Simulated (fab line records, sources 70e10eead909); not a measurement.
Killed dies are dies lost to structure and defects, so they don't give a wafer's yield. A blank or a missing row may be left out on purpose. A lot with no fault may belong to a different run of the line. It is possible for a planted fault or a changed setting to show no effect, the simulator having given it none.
Matching of chambers | flow nand_harc | NHARC_A_CONTACT_ETCH_92 on rie_diel-13 has 4 sister chambers
The step etches the open film in CH3F/O2, target depth 40 nm, time 85.7 s. 8 wafers are shown with their chamber, then 12 later ones without.

WAFERS, EACH WITH ITS CHAMBER
wafer  | chamber | drypump_motor_current_A (A) | showerhead_plenum_p_Torr (Torr)
L086.5 | 0       | 5.2                         | 2.33
L088.3 | 1       | 5.5                         | 2.34
L088.6 | 0       | 5.2                         | 2.32
L090.5 | 2       | 6.0                         | 2.35
L090.6 | 3       | 6.0                         | 2.51
L093.1 | 1       | 5.4                         | 2.34
L093.3 | 3       | 6.0                         | 2.51
L093.4 | 2       | 6.0                         | 2.35

WAFERS WHOSE CHAMBER IS MISSING
wafer  | drypump_motor_current_A (A) | showerhead_plenum_p_Torr (Torr)
L091.1 | 5.4                         | 2.34
L091.3 | 5.2                         | 2.32
L091.4 | 6.0                         | 2.51
L094.4 | 5.2                         | 2.32
L094.5 | 5.5                         | 2.34
L094.6 | 5.2                         | 2.32
L096.3 | 6.0                         | 2.51
L096.4 | 5.4                         | 2.34
L096.6 | 6.0                         | 2.35
L097.1 | 6.0                         | 2.35
L097.2 | 5.2                         | 2.32
L097.4 | 5.4                         | 2.34

WHICH CHAMBER EACH ONE RAN IN
wafer  | from the rows above | in truth
L091.1 | 1                   | 1
L091.3 | 0                   | 0
L091.4 | 3                   | 3
L094.4 | 0                   | 0
L094.5 | 1                   | 1
L094.6 | 0                   | 0
L096.3 | 3                   | 3
L096.4 | 1                   | 1
L096.6 | 2                   | 2
L097.1 | 2                   | 2
L097.2 | 0                   | 0
L097.4 | 1                   | 1
Correct placement for 12 of the 12. Can't be placed from these rows: 0. Wrongly placed: 0.
How it was worked out, from the rows above alone: a wafer's distance from a chamber is the root of the sum, over the readings, of the square of ((its reading less the chamber's mean) divided by the reading's scatter). The wafer belongs to the nearest chamber; if the next one is less than 2 further off, it can't be placed. The mean given for a chamber averages the wafers shown for that chamber. The scatter: take each reading less its chamber's mean, square it, sum over the shown wafers, divide by the number of wafers less the number of chambers, and take the root.
